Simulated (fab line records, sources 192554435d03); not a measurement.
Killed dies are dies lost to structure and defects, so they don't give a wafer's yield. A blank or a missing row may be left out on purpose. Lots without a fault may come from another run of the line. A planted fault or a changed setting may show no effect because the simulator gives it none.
A struck lot beside a sound one | flow n5_finfet | 37 steps out of a route of 1938
Sound: wafers L552.2, L552.4, L552.6. Struck: wafers L566.1, L566.3, L566.4. The cause comes at the end.
At each step with rows: each side's tool, then ch and its chambers, then its first start. Under that, the readings that differ: sound wafers | struck wafers | difference of the means | sigmas: that difference in standard deviations of wafers without a fault.
alike: readings whose means differ by less than 2 such deviations, and words and numbers that are the same on both sides. not compared: withheld readings, readings that some wafer has no value for, bounds like >300 that may hide the same value, and numbers for which the record gives no deviation and whose values overlap.
The two part at a step that has a row with sigmas, a row that says differs or no value, or rows on one side only. Numbers that don't overlap but have no deviation are shown without sigmas and don't part them. A reading that every wafer of one side lacks parts them only if that side has two wafers or more.

first, 9 steps without rows for these wafers: N5_BEOL_M4_ANNEAL_95 (time 240 s); N5_BEOL_M4_SPUTTER_96 (material Cu, target thk 4.5 nm, time 8.29 s); N5_BEOL_M4_ECD_50 (material Cu, target thk 300 nm); N5_BEOL_M4_ANNEAL_51 (time 90 s); N5_BEOL_M4_CMP_52 (polishes, stops on SiOC, t overpolish 6.8 s, target thk 40 nm); N5_BEOL_M4_PRE_CLEAN_60 (time 15 s); N5_BEOL_M4_CO_CAP_55 (material Co, precursor CCTBA/H2, target thk 2 nm, time 102.1 s); N5_BEOL_M4_PRE_CLEAN_56 (time 15 s); N5_BEOL_M4_DEP_57 (deposits SiCN from 3MS/NH3, target thk 8 nm, time 14 s).
N5_BEOL_M4_RC_MEAS_101:
  sound on prober-01 ch 0, day 9 04:16; struck on prober-02 ch 0, day 15 18:53
  reading   | sound                | struck               | difference | sigmas
  VT_P (mV) | -248.8 -257.5 -248.6 | -244.9 -245.8 -246.3 | +6.0       | +2
  alike: DIBL_N, DIBL_P, IOFF_N, IOFF_P, ION_N, ION_P, SS_N, SS_P, VT_N
then, 24 steps without rows for these wafers: N5_BEOL_M5_ILD_DEP_00 (deposits SiCOH lowk from DEMS/porogen, target thk 140.64 nm, time 25.9 s); N5_BEOL_M5_CURE_79 (cures SiCOH lowk, time 240 s); N5_BEOL_M5_PECVD_70 (deposits SiO2 from TEOS/O2, target thk 16 nm, time 18 s); N5_BEOL_M5_HM_DEP_02 (deposits TiN, target thk 20 nm); N5_BEOL_M5_COAT_59 (time 60 s, resist thk 60 nm); N5_BEOL_M5_COAT_60 (time 60 s, resist thk 12 nm); N5_BEOL_M5_COAT_71 (time 60 s, resist thk 5 nm); N5_BEOL_M5_COAT_05 (resist thk 30 nm); N5_BEOL_M5_EBR_07; N5_BEOL_M5_SOFTBAKE_06 (time 60 s); N5_BEOL_M5_EXPOSE_08 (exposes mask M5, target cd 28 nm); N5_BEOL_M5_PEB_09 (peb time 60 s); N5_BEOL_M5_DEVELOP_10 (develop time 30 s); N5_BEOL_M5_DESCUM_16 (chemistry O2, time 7 s); N5_BEOL_M5_ETCH_72 (etches underlayer in N2/H2, target depth 6.5 nm, time 5.2 s); N5_BEOL_M5_ETCH_61 (etches SiARC in CF4, target depth 15.6 nm, time 26 s); N5_BEOL_M5_ETCH_62 (etches SOC in N2/H2, target depth 75 nm, overetch 15 nm, time 112.5 s); N5_BEOL_M5_STRIP_63 (strips in N2/H2); N5_BEOL_M5_STRIP_73 (strips in N2/H2); N5_BEOL_M5_STRIP_64 (strips in CF4); N5_BEOL_M5_HM_OPEN_17 (chemistry Cl2/BCl3, target TiN, target depth 20 nm, overetch 6 nm); N5_BEOL_M5_STRIP_19 (strips in O2); N5_BEOL_M5_COAT_65 (time 60 s, resist thk 60 nm); N5_BEOL_M5_COAT_66 (time 60 s, resist thk 12 nm).
-- the record jumps here: 3 days lie between the struck wafers' starts before and after (it left off in module BEOL_M5 and takes up again in module BEOL_M10, whose first step shown is number 1524 of the route) --
N5_BEOL_M10_ALD_74: deposits TaN, target thk 2 nm, pulse time 2 s, purge time 3 s.
  sound on ald_metal-01 ch 0,2, day 11 03:45; struck on ald_metal-01 ch 0,1,2, day 18 07:41
  no value came back on the struck wafers for ald_cycles, chamber_pressure_Torr (Torr), heater_power_w (W), pulse_time_s (s); on the sound wafers ald_cycles reads 40 40 40
N5_BEOL_M10_CMP_52: polishes, stops on SiCOH lowk, t overpolish 7 s, target thk 140 nm.
  sound on cmp-04 ch 0,2,3, day 11 04:50; struck on cmp-01 ch 0,1,3, day 18 08:51
  reading                      | sound          | struck         | difference | sigmas
  barrier_field_endpoint_s (s) | 28.9 28.5 30.1 | 26.1 26.0 27.0 | -2.8       | -4
  alike: motor_current_A
  not compared: pad_life_wafers
-- the record jumps here: 2 days lie between the struck wafers' starts before and after (it left off in module BEOL_M10 and takes up again in module PASSIVATION, whose first step shown is number 1936 of the route) --
N5_PASSIVATION_PROBE_49:
  sound on prober-01, day 13 04:55; struck on prober-02, day 20 12:38
  reading                  | sound          | struck            | difference | sigmas
  defect_limited_yield (%) | 91.4 89.7 89.7 | 0 0 0             | -90        | -75
  killed_at_M4_up          | 13 8 7         | 1064 1110 1099    | +1082      | +99 or more
  killed_dies              | 101 122 121    | 1180 1180 1180    | +1065      | +71
  killed_on_rim            | 14 18 17       | 152 152 152       | +136       | +38
  sort_bin_4_leakage (%)   | 0 0 0          | 89.49 92.97 92.71 | +91.72     |
  sort_bin_8_speed (%)     | 0 0.08 0       | 0 0 0             | +0         | -3
  sort_n_pass              | 1079 1057 1059 | 0 0 0             | -1065      | -71
  sort_yield_pct (%)       | 91.4 89.6 89.7 | 0 0 0             | -90        | -75
  alike: killed_at_M0_to_M3, killed_at_contacts, killed_at_front_end, killed_at_other, killed_open, killed_short, sort_bin_5_function, sort_bin_6_memory

WHERE THEY PART
First at N5_BEOL_M4_RC_MEAS_101; last, within this record, at N5_PASSIVATION_PROBE_49.

WHY: what the simulator had put in
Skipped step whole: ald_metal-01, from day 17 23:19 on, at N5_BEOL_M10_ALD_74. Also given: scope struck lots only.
